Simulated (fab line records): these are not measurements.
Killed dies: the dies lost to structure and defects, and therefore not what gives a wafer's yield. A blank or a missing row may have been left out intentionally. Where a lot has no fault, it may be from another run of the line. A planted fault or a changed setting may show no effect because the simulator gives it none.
Chamber matching | flow n5 finfet | N5_BEOL_M6_ILD_DEP_00 on pecvd-04 has 3 sister chambers
The step deposits SiCOH lowk from DEMS/porogen, target thk 179.75 nm, time 33.4 s. 6 wafers are shown with their chamber, then 8 later ones without.

## EACH WAFER AND ITS CHAMBER
wafer  | chamber | throttle valve pct (%) | showerhead vpp V (V)
L607.6 | 0       | 14.9                   | 1422
L610.1 | 0       | 14.8                   | 1423
L611.5 | 2       | 13.3                   | 1330
L613.3 | 1       | 14.7                   | 1386
L613.4 | 1       | 14.8                   | 1373
L613.6 | 2       | 13.3                   | 1347

## WAFERS WITH NO CHAMBER GIVEN
wafer  | throttle valve pct (%) | showerhead vpp V (V)
L621.2 | 14.6                   | 1353
L621.4 | 14.7                   | 1432
L621.5 | 15.1                   | 1436
L620.2 | 14.9                   | 1442
L620.6 | 14.7                   | 1439
L622.1 | 12.5                   | 1340
L622.4 | 14.9                   | 1461
L622.6 | 14.4                   | 1378

## EACH ONE'S CHAMBER
wafer  | from the rows above | in truth
L621.2 | 1                   | 1
L621.4 | 0                   | 0
L621.5 | 0                   | 0
L620.2 | 0                   | 0
L620.6 | 0                   | 0
L622.1 | 2                   | 2
L622.4 | 0                   | 0
L622.6 | 1                   | 1
Correct placement for 8 of the 8. Can't be placed from these rows: 0. 0 placed wrongly.
How it was worked out, from the rows above alone: a wafer's distance from a chamber is the root of the sum, over the readings, of the square of ((its reading less the chamber's mean) divided by the reading's scatter). The wafer belongs to the nearest chamber; if the next one is less than 2 further off, it can't be placed. The mean given for a chamber averages the wafers shown for that chamber. How the scatter is found: for the shown wafers, subtract from each reading the mean of its chamber, square and add these, divide the total by (wafers less chambers), then take the root.
